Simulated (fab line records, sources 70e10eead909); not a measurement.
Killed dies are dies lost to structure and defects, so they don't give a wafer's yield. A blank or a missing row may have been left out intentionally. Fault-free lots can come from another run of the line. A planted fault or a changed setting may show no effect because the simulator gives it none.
Chamber matching :: flow nand harc :: pecvd-02 running NHARC_A_M1_PRE_CLEAN_32: 3 sister chambers
The step time 12 s. 3 wafers are shown with their chamber, then 9 later ones without.

WAFERS, EACH WITH ITS CHAMBER
wafer: L118.1
chamber: 0
heater power w (W): 774

wafer: L118.3
chamber: 2
heater power w (W): 635

wafer: L118.6
chamber: 1
heater power w (W): 514

WAFERS WHOSE CHAMBER IS MISSING
wafer: L119.1
heater power w (W): 594

wafer: L119.3
heater power w (W): 756

wafer: L119.6
heater power w (W): 753

wafer: L123.1
heater power w (W): 704

wafer: L123.2
heater power w (W): 587

wafer: L123.6
heater power w (W): 588

wafer: L124.2
heater power w (W): 633

wafer: L124.3
heater power w (W): 763

wafer: L124.6
heater power w (W): 568

THE CHAMBER EACH PASSED THROUGH
wafer: L119.1
from the rows above: can't be placed: 2 or 1
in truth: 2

wafer: L119.3
from the rows above: 0
in truth: 0

wafer: L119.6
from the rows above: 0
in truth: 0

wafer: L123.1
from the rows above: can't be placed: 2 or 0
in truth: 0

wafer: L123.2
from the rows above: can't be placed: 2 or 1
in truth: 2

wafer: L123.6
from the rows above: can't be placed: 2 or 1
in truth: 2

wafer: L124.2
from the rows above: 2
in truth: 2

wafer: L124.3
from the rows above: 0
in truth: 0

wafer: L124.6
from the rows above: can't be placed: 1 or 2
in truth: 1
Placed correctly: 4 of 9. These rows do not allow placing 5 (true chamber among the candidates in 5). 0 placed wrongly.
How it was worked out, from the rows above alone: a wafer's distance from a chamber is the root of the sum, over the readings, of the square of ((its reading less the chamber's mean) divided by the reading's scatter). If the next closest chamber is less than 2 further off than the closest, the wafer can't be placed; otherwise it belongs to the closest. The mean given for a chamber averages the wafers shown for that chamber. The scatter: with one shown wafer a chamber, the root of the mean of the squares of how far each hidden wafer lies from its nearest shown one.
